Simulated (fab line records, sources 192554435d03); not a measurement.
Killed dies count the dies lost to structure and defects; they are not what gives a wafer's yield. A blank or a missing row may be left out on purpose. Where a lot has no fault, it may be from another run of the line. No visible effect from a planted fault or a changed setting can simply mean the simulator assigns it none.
3 desks, one fault	flow n5-finfet	each desk holds nothing but its own numbers, with what lay behind them at the end

FOR THE TOOL OWNER'S DESK: rie-diel-04
The tool's own readings at N5_BEOL_M4_ETCH_74 (etches underlayer in N2/H2, target depth 6.5 nm, time 5.2 s): means of the sampled wafers that have a number, for each lot that ran on this tool. Any lot whose mean is over 4 standard deviations away from the usual mean is out of limits and marked OUT; that distance is given in the brackets.
Columns: A = bias-w at N5_BEOL_M4_ETCH_74, usual 150.0 W; B = drypump-motor-current-A at N5_BEOL_M4_ETCH_74, usual 5.8 A; C = etch-rf-on-time-s at N5_BEOL_M4_ETCH_74, usual 5.19 s; D = oes-product-au at N5_BEOL_M4_ETCH_74, usual 0.64 a.u.; E = rf-vpp-V at N5_BEOL_M4_ETCH_74, usual 524.0 V; F = showerhead-plenum-p-Torr at N5_BEOL_M4_ETCH_74, usual 2.55 Torr; G = throttle-valve-pct at N5_BEOL_M4_ETCH_74, usual 17.82 %
lot	first seen here	A	B	C	D	E	F	G
L770	day 8 15:16	149.7	5.4	5.28	0.58	524.9	2.62	17.98
L792	day 15 07:35	149.9	5.7	3.29 (-33) OUT	0.99 (+4.9) OUT	522.8	2.54	17.66
L790	day 15 09:12	150.3	5.9	3.91 (-22) OUT	0.85	524.4	2.53	17.75
This desk's finding: out of limits on L790, L792; first on L792, day 15 07:35 (etch-rf-on-time-s at N5_BEOL_M4_ETCH_74). L770 stayed within limits.

THE DEFECT DESK
What the inspections along the route counted, lot by lot: means of the sampled wafers that have a number. Any lot whose mean is over 4 standard deviations away from the usual mean is out of limits and marked OUT; that distance is given in the brackets.
Columns: A = raw-defect-count at N5_BEOL_M4_INSPECT_13, usual 424
lot	first seen here	A
L770	day 8 15:12	421
L774	day 10 05:59	535
L783	day 13 07:35	358
L775	day 14 09:08	480
L792	day 15 07:30	442
L790	day 15 09:08	376
Result from this desk: across the 6 lots, nothing is out of limits.

THE METROLOGY DESK
What the gauges read, lot by lot, whatever tool the lot ran on: means of the sampled wafers that have a number. Any lot whose mean is over 4 standard deviations away from the usual mean is out of limits and marked OUT; that distance is given in the brackets. Only the readings that lie furthest out on some lot appear, 7 of the 12 it has.
Columns: A = cd-nm at N5_BEOL_M4_CD_MEAS_11, usual 16.83 nm; B = DIBL_P at N5_BEOL_M4_RC_MEAS_101, usual 36.2 mV/V; C = IOFF_P at N5_BEOL_M4_RC_MEAS_101, usual 0.21 nA/um; D = ION_N at N5_BEOL_M4_RC_MEAS_101, usual 674 uA/um; E = ION_P at N5_BEOL_M4_RC_MEAS_101, usual 463 uA/um; F = VT_N at N5_BEOL_M4_RC_MEAS_101, usual 250.0 mV; G = VT_P at N5_BEOL_M4_RC_MEAS_101, usual -251 mV
lot	first seen here	A	B	C	D	E	F	G
L770	day 8 15:07	16.75	35.9	0.19	668	462	251.8	-254
L774	day 10 05:54	16.67	37.5	0.23	680	469	250.2	-249
L783	day 13 07:30	16.87	37.2	0.25	678	473	247.2	-246
L775	day 14 09:02	16.96	38.1	0.22	676	460	248.5	-251
L792	day 15 07:25	16.84	34.9	0.17	663	453	252.4	-254
L790	day 15 09:03	16.51	37.8	0.23	682	467	246.6	-250
Result from this desk: across the 6 lots, nothing is out of limits.

TAKEN TOGETHER
An alarm could have come from the tool owner's desk at day 15 07:35, on L790, L792.
The defect desk saw nothing out of limits.
The metrology desk saw nothing out of limits.
The defect desk has L790, L792 on record, within its limits.
The metrology desk has L790, L792 on record, within its limits.
The lots listed all ran N5_BEOL_M4_ETCH_74 on rie-diel-04.

WHAT THE SIMULATOR HAD PUT IN
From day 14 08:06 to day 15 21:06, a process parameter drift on rie-diel-04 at N5_BEOL_M4_ETCH_74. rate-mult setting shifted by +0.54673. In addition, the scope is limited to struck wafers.
Struck lots among those shown: L790, L792.
Hours from the fault's start to each desk's first reading out of limits: the tool owner's desk, 23.
